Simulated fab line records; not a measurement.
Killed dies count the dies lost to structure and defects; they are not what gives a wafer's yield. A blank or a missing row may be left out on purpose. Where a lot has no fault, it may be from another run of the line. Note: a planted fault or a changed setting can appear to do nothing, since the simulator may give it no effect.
Matching of chambers    flow n5 finfet    rie diel-05 running N5_BEOL_M1_DESCUM_33: 4 sister chambers
The step chemistry O2, time 7 s. 16 wafers are shown with their chamber, then 8 later ones without.

## WAFERS PAIRED WITH THEIR CHAMBERS
wafer   chamber  throttle valve pct (%)  showerhead plenum p Torr (Torr)  oes product au (a.u.)
L077.1  0        20.0                    2.05                             0.88
L077.4  2        20.0                    1.93                             0.76
L077.5  0        20.0                    2.05                             0.89
L078.1  3        20.6                    2.16                             0.79
L078.2  0        20.1                    2.05                             0.89
L078.3  2        20.0                    1.93                             0.76
L080.2  1        21.3                    2.03                             0.73
L080.4  0        20.0                    2.05                             0.89
L080.5  2        20.0                    1.92                             0.77
L083.1  2        20.0                    1.92                             0.75
L083.4  3        20.6                    2.16                             0.78
L083.5  2        20.0                    1.92                             0.75
L084.1  0        20.1                    2.05                             0.88
L084.2  1        21.3                    2.03                             0.71
L084.5  0        20.1                    2.05                             0.88
L086.3  3        20.6                    2.15                             0.77

SIGNATURES (averages over the wafers above)
reading                   chamber 0  chamber 1  chamber 2  chamber 3  scatter within a chamber
throttle valve pct        20.050     21.300     20.000     20.600     0.0354
showerhead plenum p Torr  2.0500     2.0300     1.9240     2.1567     0.00394
oes product au            0.8850     0.7200     0.7580     0.7800     0.00832
Rule: a wafer lies at a distance from a chamber equal to the root of the sum of squares, over the readings, of (its reading less the chamber's mean, divided by the reading's scatter). The wafer belongs to the nearest chamber; if the next one is less than 2 further off, it can't be placed. The scatter is the square root of a quotient: the sum, over the shown wafers, of each reading's squared deviation from its chamber's mean, divided by wafers minus chambers.

## WAFERS WITHOUT THEIR CHAMBER
wafer   throttle valve pct (%)  showerhead plenum p Torr (Torr)  oes product au (a.u.)
L086.4  21.3                    2.03                             0.71
L086.6  20.1                    2.04                             0.87
L087.1  20.0                    1.92                             0.75
L087.4  21.3                    2.03                             0.71
L087.6  20.1                    2.04                             0.88
L090.2  20.1                    1.92                             0.74
L090.3  20.1                    2.04                             0.86
L090.6  20.6                    2.15                             0.76

## THE CHAMBER EACH PASSED THROUGH
wafer   from the rows above  in truth
L086.4  1                    1
L086.6  0                    0
L087.1  2                    2
L087.4  1                    1
L087.6  0                    0
L090.2  2                    2
L090.3  0                    0
L090.6  3                    3
Placed correctly: 8 of 8. From these rows, 0 cannot be placed. Wrongly placed: 0.
